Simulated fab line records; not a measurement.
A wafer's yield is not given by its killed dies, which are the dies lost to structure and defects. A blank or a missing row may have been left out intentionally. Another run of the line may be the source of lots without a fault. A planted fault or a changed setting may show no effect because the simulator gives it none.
fab line records	flow nand-harc
record lots=12	wafers=36	last-day=34
route steps=1302 shown A_M1@1181 HYBRID_BOND@1237 THIN_TSV@1299 END@1302
lots that met no fault: taken from a fault-free run of the same line
start-h: hours from the record's opening day to when the first of the lot's shown wafers began	wait-h: hours elapsed since this lot's preceding step	" the same as in the row above	L1.1+2: several wafers, shown together as one row	- no value, or no start was given	* or withheld: withheld	< > ~ a bound
route shown NAME@n: a module of which the file shows steps, and the number in the route of the first	usual: mean/standard deviation taken from wafers without a fault	same: alike in all rows	chamber/n: place in a boat	sites: readings site by site	_std_site: standard deviation of those values	_edge_site: the outer-site mean with the inner-site mean subtracted	radius-mm: how far each site lies from the wafer's centre	mask NAME#n: copy n	behind: the tool/chamber that last shaped the wafer	hold: reason for holding the lot/hours on hold/outcome of the hold	device: transistor that didn't switch, given as n, p or np	end of line: the same wafers' tests at the end of the route	step lacking rows: just its recipe	killed: dies lost to structure and defects at the first sort, not the wafer's yield	map: a wafer's dies, marking killed ones x, the rest . and places with no die _
set.NAME: setting as actually run; set.NAME@STEP: the setting as run at that earlier step	model.NAME: the simulator's own value behind a step, which no gauge read
steps of the route over a sample of lots; a table a step, a row a wafer
services: when a tool's chamber went out of use (start-h, in hours from the record's first day, below 0 if earlier), for how many hours, and the reason
## steps
# step NHARC_A_M1_INSPECT_11
# usual raw-defect-count=91/36
lot.wafer	tool	chamber	start-h	wait-h	raw-defect-count
L230.2	defect-inspect-01	-	548.62	0.0	62
L230.3	"	-	"	"	77
L230.6	"	-	"	"	53
L233.4	defect-inspect-01	-	553.53	0.0	168
L233.5	"	-	"	"	159
L233.6	"	-	"	"	170
L235.1	defect-inspect-01	-	579.56	0.0	109
L235.3	"	-	"	"	98
L235.4	"	-	"	"	113
L234.1	defect-inspect-01	-	580.65	0.0	115
L234.2	"	-	"	"	120
L234.3	"	-	"	"	119
L237.2	defect-inspect-02	-	600.08	0.0	148
L237.3	"	-	"	"	181
L237.5	"	-	"	"	146
L243.3	defect-inspect-02	-	689.64	0.0	82
L243.4	"	-	"	"	105
L243.6	"	-	"	"	88
L246.2	defect-inspect-02	-	692.29	0.0	48
L246.3	"	-	"	"	58
L246.5	"	-	"	"	69
L244.3	defect-inspect-02	-	693.67	0.0	82
L244.4	"	-	"	"	86
L244.6	"	-	"	"	70
L248.4	defect-inspect-02	-	726.12	0.0	77
L248.5	"	-	"	"	83
L248.6	"	-	"	"	82
L251.2	defect-inspect-02	-	763.01	0.0	64
L251.5	"	-	"	"	70
L251.6	"	-	"	"	70
L250.1	defect-inspect-02	-	766.31	0.0	55
L250.2	"	-	"	"	35
L250.4	"	-	"	"	45
L252.2	defect-inspect-01	-	769.57	0.0	46
L252.3	"	-	"	"	58
L252.5	"	-	"	"	67
# step NHARC_HYBRID_BOND_ACTIVATE_00
# recipe time-s=60	n2-flow-sccm=200	ar-flow-sccm=0	bias-power-w=0	chemistry=N2
# usual drypump-motor-current-A=5.9/0.38	oes-product-au=1.002/0.0076	rf-vpp-V=64.0/0.86	showerhead-plenum-p-Torr=1.74/0.08
# same time-s=60
lot.wafer	tool	chamber	start-h	wait-h	drypump-motor-current-A	oes-product-au	rf-hours-counter-h	rf-vpp-V	showerhead-plenum-p-Torr
L230.2	rie-diel-09	1	556.02	0.1	6.2	0.997	5	64.8	1.80
L230.3	"	3	"	"	5.6	1.012	6	63.5	1.67
L230.6	"	2	"	"	6.3	1.010	-	63.1	1.66
L233.4	rie-diel-09	0	561.24	0.1	5.5	1.008	6	64.7	1.77
L233.6	"	3	"	"	5.7	1.008	-	63.9	1.67
L233.5	"	0	"	"	5.4	1.004	-	64.9	1.77
L235.1	rie-diel-09	3	587.05	0.1	5.7	1.014	8	63.6	1.67
L235.4	"	0	"	"	5.5	1.019	6	63.5	1.77
L235.3	"	1	"	"	6.2	1.013	8	64.8	1.80
L234.3	rie-diel-09	1	588.44	0.1	6.2	1.006	8	64.9	1.80
L234.1	"	2	"	"	6.3	0.999	8	63.0	1.66
L234.2	"	3	"	"	5.7	1.007	8	64.1	1.67
L237.2	rie-diel-09	0	607.42	0.1	5.5	1.015	8	64.6	1.77
L237.3	"	2	"	"	6.3	0.997	10	64.0	1.66
L237.5	"	0	"	"	5.5	1.006	-	64.9	1.77
L243.3	rie-diel-09	2	697.66	0.1	6.3	0.995	1	63.8	1.66
L243.4	"	3	"	"	5.6	0.997	-	63.9	1.66
L243.6	"	2	"	"	6.3	0.994	-	63.1	1.66
L246.3	rie-diel-09	3	699.56	0.1	5.7	0.992	1	62.9	1.66
L246.2	"	2	"	"	6.3	0.994	1	62.2	1.66
L246.5	"	1	"	"	6.2	0.993	-	63.9	1.80
L244.3	rie-diel-09	2	701.45	0.1	6.3	1.004	2	63.7	1.66
L244.6	"	2	"	"	6.3	0.999	-	64.2	1.66
L244.4	"	3	"	"	5.7	1.011	-	64.8	1.66
L248.5	rie-diel-09	1	733.44	0.1	6.2	0.984	-	64.1	1.80
L248.4	"	2	"	"	6.3	0.997	-	65.6	1.66
L248.6	"	3	"	"	5.7	0.995	-	64.0	1.66
L251.2	rie-diel-09	0	770.44	0.1	5.5	0.991	2	64.1	1.77
L251.5	"	2	"	"	6.3	0.997	-	64.4	1.66
L251.6	"	3	"	"	5.7	0.993	-	62.7	1.66
L250.1	rie-diel-01	2	773.74	0.1	5.8	0.993	12	65.3	1.84
L250.2	"	0	"	"	5.4	1.013	14	64.4	1.86
L250.4	"	0	"	"	5.4	1.007	-	63.4	1.86
L252.3	rie-diel-09	2	777.10	0.1	6.3	0.996	9	63.8	1.66
L252.2	"	0	"	"	5.5	1.007	3	64.7	1.77
L252.5	"	2	"	"	6.3	0.994	-	63.9	1.66
# step NHARC_THIN_TSV_ANNEAL_58
# recipe temp-c=400	time-s=1800
# usual spike-tc-bottom-C=422.9/1.7	spike-tc-centre-C=400.6/1.6	spike-tc-lower-C=400.7/1	spike-tc-top-C=427.3/1.5	spike-tc-upper-C=400.2/0.99
# same time-s=1800
lot.wafer	tool	chamber	start-h	wait-h	spike-tc-bottom-C	spike-tc-centre-C	spike-tc-lower-C	spike-tc-top-C	spike-tc-upper-C
L230.2	furnace-08	0	588.79	3.2	421.9	400.4	400.4	426.7	400.3
L230.3	"	0	"	"	422.0	400.3	401.7	428.1	400.5
L230.6	"	0	"	"	421.8	399.0	400.6	428.6	401.2
L233.4	furnace-08	0	588.79	0.6	422.0	400.1	403.5	427.5	398.1
L233.5	"	0	"	"	422.3	398.9	401.8	428.1	399.7
L233.6	"	0	"	"	422.8	399.9	400.6	428.8	399.0
L234.1	furnace-03	0	609.41	3.1	422.2	401.1	400.5	425.7	399.8
L234.2	"	0	"	"	424.5	403.5	400.1	428.5	400.6
L234.3	"	0	"	"	424.3	403.0	399.3	426.0	399.3
L235.1	furnace-03	0	609.41	1.7	423.9	404.1	401.3	424.9	399.7
L235.3	"	0	"	"	421.0	402.2	401.4	426.4	400.6
L235.4	"	0	"	"	424.5	401.6	399.7	425.4	400.6
L237.2	furnace-03	0	628.81	1.8	424.8	401.3	401.0	425.8	399.5
L237.3	"	0	"	"	423.3	403.4	400.2	428.0	398.6
L237.5	"	0	"	"	425.0	402.2	400.9	426.1	398.9
L243.3	furnace-08	0	718.16	2.4	446.5	423.8	426.6	452.5	426.8
L243.4	"	0	"	"	449.2	423.8	427.7	453.4	424.7
L243.6	"	0	"	"	447.1	427.4	426.5	454.9	426.4
L244.3	furnace-08	0	722.58	1.0	447.4	425.4	426.5	453.4	426.0
L244.4	"	0	"	"	449.0	425.7	426.1	453.9	426.9
L244.6	"	0	"	"	447.4	425.6	425.9	453.4	425.8
L246.2	furnace-03	0	725.95	3.1	422.7	402.3	399.8	423.2	401.1
L246.3	"	0	"	"	425.3	401.6	403.2	425.4	400.1
L246.5	"	0	"	"	423.6	403.4	399.9	426.9	400.4
L248.4	furnace-07	0	757.44	3.1	428.6	400.4	398.8	432.9	400.3
L248.5	"	0	"	"	428.3	401.1	401.7	429.2	400.9
L248.6	"	0	"	"	429.6	400.8	400.0	428.7	399.7
L251.2	furnace-03	0	792.26	2.1	422.5	401.8	402.3	426.7	401.7
L251.5	"	0	"	"	421.5	401.5	400.6	426.2	400.8
L251.6	"	0	"	"	423.2	401.8	402.1	425.7	400.2
L250.1	furnace-08	0	796.74	3.2	421.7	399.1	400.7	428.6	400.7
L250.2	"	0	"	"	421.9	399.8	399.5	428.3	399.9
L250.4	"	0	"	"	421.3	399.5	401.4	426.5	400.4
L252.2	furnace-08	0	796.74	2.4	420.9	401.1	399.5	427.7	401.0
L252.3	"	0	"	"	423.2	399.3	401.1	428.9	401.8
L252.5	"	0	"	"	422.3	399.8	399.8	427.6	399.7
# step NHARC_THIN_TSV_INSPECT_40
# usual raw-defect-count=567/83
lot.wafer	tool	chamber	start-h	wait-h	raw-defect-count
L230.2	defect-inspect-01	-	590.21	0.4	495
L230.3	"	-	"	"	487
L230.6	"	-	"	"	654
L233.4	defect-inspect-01	-	590.22	0.4	570
L233.5	"	-	"	"	647
L233.6	"	-	"	"	573
L234.1	defect-inspect-01	-	610.85	0.4	541
L234.2	"	-	"	"	651
L234.3	"	-	"	"	618
L235.1	defect-inspect-02	-	610.85	0.4	563
L235.3	"	-	"	"	544
L235.4	"	-	"	"	666
L237.2	defect-inspect-02	-	630.25	0.4	597
L237.3	"	-	"	"	688
L237.5	"	-	"	"	609
L243.3	defect-inspect-01	-	719.60	0.4	508
L243.4	"	-	"	"	550
L243.6	"	-	"	"	709
L244.3	defect-inspect-02	-	724.01	0.4	688
L244.4	"	-	"	"	608
L244.6	"	-	"	"	546
L246.2	defect-inspect-02	-	727.39	0.4	492
L246.3	"	-	"	"	526
L246.5	"	-	"	"	531
L248.4	defect-inspect-01	-	758.89	0.4	509
L248.5	"	-	"	"	439
L248.6	"	-	"	"	541
L251.2	defect-inspect-01	-	793.71	0.4	793
L251.5	"	-	"	"	540
L251.6	"	-	"	"	533
L250.1	defect-inspect-01	-	798.19	0.4	549
L250.2	"	-	"	"	598
L250.4	"	-	"	"	644
L252.2	defect-inspect-02	-	798.19	0.4	624
L252.3	"	-	"	"	574
L252.5	"	-	"	"	599
# step NHARC_END_SORT_01
# recipe temp-c=25
# usual defect-limited-yield=90.7/3	killed-at-array=58/20	killed-at-other=0.9/1.4	killed-at-periphery=4/3.1	killed-dies=63/20	killed-open=3.3/1.8	killed-short=2.4/1.5
# same gross-dies=677
lot.wafer	tool	chamber	start-h	wait-h	defect-limited-yield[%]	killed-at-array	killed-at-other	killed-at-periphery	killed-dies	killed-open	killed-short
L233.4	prober-01	0	603.47	3.4	83.8	106	2	2	110	0	3
L233.5	prober-01	0	604.27	3.7	83.6	109	1	1	111	3	1
L233.6	prober-01	0	605.07	4.0	88.2	73	0	7	80	2	1
L235.1	prober-02	0	613.91	2.5	91.4	56	1	1	58	4	3
L235.3	prober-02	0	615.49	3.1	90.4	64	0	1	65	4	6
L235.4	prober-02	0	616.28	3.4	88.8	76	0	0	76	0	5
L237.2	prober-01	0	634.07	2.8	85.8	87	5	4	96	0	1
L237.3	prober-01	0	634.86	3.1	84.3	103	2	1	106	3	1
L237.5	prober-01	0	636.42	3.6	87.6	82	1	1	84	5	3
L243.3	prober-01	0	724.15	3.0	90.0	64	1	3	68	5	4
L243.4	prober-01	0	724.94	3.3	90.0	62	0	6	68	2	0
L243.6	prober-01	0	726.52	4.0	88.5	74	1	3	78	4	4
L248.4	prober-01	0	773.68	3.4	90.7	56	0	7	63	3	1
L248.5	prober-01	0	774.48	3.7	92.5	43	0	8	51	1	1
L248.6	prober-01	0	775.27	4.0	94.1	32	0	8	40	3	1
L251.2	prober-01	0	797.57	2.8	92.2	50	1	2	53	5	2
L251.5	prober-01	0	799.99	3.7	93.4	44	0	1	45	2	4
L251.6	prober-01	0	800.80	4.0	92.0	54	0	0	54	1	3
L252.2	prober-02	0	805.29	2.8	95.9	26	2	0	28	4	4
L252.3	prober-02	0	806.10	3.1	93.5	40	1	3	44	1	4
L252.5	prober-02	0	807.72	3.7	92.9	45	1	2	48	1	1
# killed by level:class
L233.4 A_CHANNEL_HOLE_D2:chamber-film-flake=34 A_CHANNEL_HOLE_D1:chamber-film-flake=31 A_SLIT:chamber-film-flake=27 A_CONTACT:chamber-film-flake=8 A_CHANNEL_FILL_D2:chamber-film-flake=2 THIN_TSV:chamber-film-flake=2 A_CHANNEL_HOLE_D1:geometric-particle:short=1 A_CHANNEL_FILL_D2:geometric-particle:short=1
L233.5 A_CHANNEL_HOLE_D2:chamber-film-flake=33 A_CHANNEL_HOLE_D1:chamber-film-flake=32 A_SLIT:chamber-film-flake=26 A_CONTACT:chamber-film-flake=7 A_CHANNEL_FILL_D2:chamber-film-flake=2 A_BONDPAD:chamber-film-flake=2 A_DECK1_JOINT:geometric-particle:open=1 A_CHANNEL_FILL_D2:geometric-particle:open=1
L233.6 A_CHANNEL_HOLE_D2:chamber-film-flake=26 A_CHANNEL_HOLE_D1:chamber-film-flake=19 A_SLIT:chamber-film-flake=13 A_CONTACT:chamber-film-flake=5 P_GATE:chamber-film-flake=3 A_CHANNEL_FILL_D1:chamber-film-flake=2 A_DECK1_JOINT:chamber-film-flake=2 A_STAIRCASE:chamber-film-flake=2
L235.1 A_CHANNEL_HOLE_D2:chamber-film-flake=30 A_SLIT:chamber-film-flake=13 A_CONTACT:chamber-film-flake=3 A_CHANNEL_HOLE_D2:geometric-particle:open=2 A_CHANNEL_HOLE_D1:chamber-film-flake=2 P_M0:geometric-particle:open=1 A_SOURCE_PLATE:geometric-particle:short=1 A_ONON_D1:geometric-particle:short=1
L235.3 A_CHANNEL_HOLE_D2:chamber-film-flake=29 A_SLIT:chamber-film-flake=18 A_CHANNEL_HOLE_D1:chamber-film-flake=4 A_CHANNEL_FILL_D2:geometric-particle:short=2 A_DECK1_JOINT:chamber-film-flake=2 A_SOURCE_PLATE:geometric-particle:open=1 A_CHANNEL_FILL_D1:geometric-particle:open=1 A_CHANNEL_FILL_D1:geometric-particle:short=1
L235.4 A_SLIT:chamber-film-flake=32 A_CHANNEL_HOLE_D2:chamber-film-flake=30 A_CONTACT:chamber-film-flake=4 A_ONON_D1:geometric-particle:short=2 A_DECK1_JOINT:geometric-particle:short=2 A_CHANNEL_HOLE_D1:chamber-film-flake=2 A_BONDPAD:chamber-film-flake=2 A_M0:geometric-particle:short=1
L237.2 A_CHANNEL_HOLE_D1:chamber-film-flake=32 A_CHANNEL_HOLE_D2:chamber-film-flake=28 A_SLIT:chamber-film-flake=22 THIN_TSV:chamber-film-flake=5 P_M0:chamber-film-flake=3 A_STAIRCASE:chamber-film-flake=2 A_ONON_D1:geometric-particle:short=1 P_STI:chamber-film-flake=1
L237.3 A_SLIT:chamber-film-flake=34 A_CHANNEL_HOLE_D1:chamber-film-flake=32 A_CHANNEL_HOLE_D2:chamber-film-flake=31 THIN_TSV:chamber-film-flake=2 A_ONON_D1:geometric-particle:open=1 A_DECK1_JOINT:geometric-particle:open=1 A_DECK1_JOINT:geometric-particle:short=1 A_CHANNEL_FILL_D2:geometric-particle:open=1
L237.5 A_SLIT:chamber-film-flake=28 A_CHANNEL_HOLE_D1:chamber-film-flake=23 A_CHANNEL_HOLE_D2:chamber-film-flake=19 A_CHANNEL_HOLE_D1:geometric-particle:open=1 A_CHANNEL_FILL_D1:geometric-particle:short=1 A_ONON_D2:geometric-particle:open=1 A_CHANNEL_FILL_D2:geometric-particle:open=1 A_CHANNEL_FILL_D2:geometric-particle:short=1
L243.3 A_CHANNEL_HOLE_D1:chamber-film-flake=28 A_CHANNEL_HOLE_D2:chamber-film-flake=21 A_CONTACT:chamber-film-flake=3 A_STAIRCASE:chamber-film-flake=2 P_CONTACT:geometric-particle:open=1 A_SOURCE_PLATE:geometric-particle:open=1 A_ONON_D1:geometric-particle:short=1 A_ONON_D2:geometric-particle:open=1
L243.4 A_CHANNEL_HOLE_D1:chamber-film-flake=40 A_CHANNEL_HOLE_D2:chamber-film-flake=11 A_SLIT:chamber-film-flake=5 A_STAIRCASE:chamber-film-flake=5 P_ZERO_WELL:chamber-film-flake=3 P_BONDPAD:chamber-film-flake=2 P_CONTACT:geometric-particle:open=1 A_CHANNEL_FILL_D1:geometric-particle:open=1
L243.6 A_CHANNEL_HOLE_D1:chamber-film-flake=26 A_CHANNEL_HOLE_D2:chamber-film-flake=25 A_STAIRCASE:chamber-film-flake=10 A_SLIT:chamber-film-flake=3 P_ZERO_WELL:chamber-film-flake=2 A_CONTACT:chamber-film-flake=2 P_CONTACT:geometric-particle:open=1 A_ONON_D1:geometric-particle:short=1
L248.4 A_SLIT:chamber-film-flake=25 A_CHANNEL_HOLE_D1:chamber-film-flake=14 A_BONDPAD:chamber-film-flake=5 A_STAIRCASE:chamber-film-flake=4 A_CHANNEL_HOLE_D2:chamber-film-flake=3 P_STI:chamber-film-flake=2 P_GATE:chamber-film-flake=2 P_M0:chamber-film-flake=2
L248.5 A_SLIT:chamber-film-flake=26 A_CHANNEL_HOLE_D1:chamber-film-flake=12 P_M0:chamber-film-flake=5 P_STI:geometric-particle:short=1 A_M1:geometric-particle:open=1 P_STI:chamber-film-flake=1 P_GATE:chamber-film-flake=1 A_CHANNEL_HOLE_D2:chamber-film-flake=1
L248.6 A_SLIT:chamber-film-flake=19 P_STI:chamber-film-flake=5 A_CHANNEL_HOLE_D1:chamber-film-flake=5 A_CHANNEL_HOLE_D2:chamber-film-flake=3 A_CONTACT:chamber-film-flake=2 P_CONTACT:geometric-particle:open=1 P_M2:geometric-particle:open=1 A_SOURCE_PLATE:geometric-particle:short=1
L251.2 A_SLIT:chamber-film-flake=35 A_CONTACT:chamber-film-flake=5 A_SGD_CUT:chamber-film-flake=4 P_M2:geometric-particle:open=2 A_ONON_D1:geometric-particle:open=2 A_CONTACT:geometric-particle:short=1 A_M0:geometric-particle:short=1 STARTING-WAFER:geometric-particle:open=1
L251.5 A_SLIT:chamber-film-flake=19 A_CONTACT:chamber-film-flake=9 A_SGD_CUT:chamber-film-flake=6 A_ONON_D1:geometric-particle:short=1 A_CHANNEL_HOLE_D1:geometric-particle:short=1 A_CHANNEL_FILL_D1:geometric-particle:short=1 A_DECK1_JOINT:geometric-particle:open=1 A_CONTACT:geometric-particle:short=1
L251.6 A_SLIT:chamber-film-flake=37 A_SGD_CUT:chamber-film-flake=6 A_CONTACT:chamber-film-flake=4 A_ONON_D2:geometric-particle:short=1 A_CHANNEL_HOLE_D2:geometric-particle:short=1 A_CHANNEL_FILL_D2:geometric-particle:short=1 A_SGD_CUT:geometric-particle:open=1 A_CHANNEL_HOLE_D1:chamber-film-flake=1
L252.2 A_SLIT:chamber-film-flake=12 A_CHANNEL_FILL_D1:geometric-particle:short=2 A_WL_FILL:chamber-film-flake=2 THIN_TSV:chamber-film-flake=2 A_ONON_D1:geometric-particle:open=1 A_CHANNEL_FILL_D2:geometric-particle:open=1 A_WL_FILL:geometric-particle:short=1 A_CONTACT:geometric-particle:open=1
L252.3 A_SLIT:chamber-film-flake=28 A_CONTACT:chamber-film-flake=5 A_WL_FILL:chamber-film-flake=3 P_STI:chamber-film-flake=2 P_M0:geometric-particle:short=1 A_ONON_D1:geometric-particle:open=1 A_DECK1_JOINT:geometric-particle:short=1 A_SGD_CUT:geometric-particle:short=1
L252.5 A_SLIT:chamber-film-flake=35 A_CONTACT:chamber-film-flake=3 P_STI:chamber-film-flake=2 A_CHANNEL_HOLE_D2:chamber-film-flake=2 A_WL_FILL:chamber-film-flake=2 A_DECK1_JOINT:geometric-particle:short=1 A_BLC:geometric-particle:open=1 A_M0:chamber-film-flake=1
## services
tool	chamber	start-h	hours	kind
rie-diel-09	0	555.49	-	clean
rie-diel-09	1	555.49	-	clean
rie-diel-09	2	555.49	-	clean
rie-diel-09	3	555.49	-	clean
rie-diel-01	-	559.39	9.0	pm
rie-diel-09	0	564.28	19.4	repair
rie-diel-09	1	580.27	-	clean
rie-diel-09	2	580.27	-	clean
rie-diel-09	3	580.27	-	clean
rie-diel-09	0	604.77	-	clean
rie-diel-09	1	604.77	-	clean
rie-diel-01	-	608.42	0.3	repair
rie-diel-09	1	632.50	1.7	repair
rie-diel-09	-	645.17	3.3	repair
rie-diel-01	0	647.59	3.6	repair
rie-diel-09	0	654.80	84.7	repair
rie-diel-09	1	663.13	7.1	repair
rie-diel-01	-	668.54	0.6	repair
furnace-07	-	673.96	36.4	repair
rie-diel-09	-	674.49	9.0	pm
rie-diel-09	2	719.97	2.7	repair
rie-diel-01	-	736.39	9.0	pm
rie-diel-09	-	738.53	0.1	repair
rie-diel-01	3	758.22	29.1	repair
## key
first-sign step=NHARC_THIN_TSV_ANNEAL_58	reading=spike-tc-upper-C	direction=up	sigmas=26	usual=400.2	struck=426.1
effect step=NHARC_THIN_TSV_ANNEAL_58	reading=spike-tc-lower-C	direction=up	sigmas=25	usual=400.7	struck=426.5
met-at NHARC_THIN_TSV_ANNEAL_58
struck-lots L243,L244
not-acting-at NHARC_A_M1_INSPECT_11,NHARC_HYBRID_BOND_ACTIVATE_00,NHARC_THIN_TSV_INSPECT_40
onset-between 588.79 718.16
fault kind=process-parameter-drift	tool=furnace-08	chamber=-	onset-h=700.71	steps=NHARC_THIN_TSV_ANNEAL_58	channel=temp-c	offset=*	shape=step	end-h=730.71	acts-in=*	stated=*
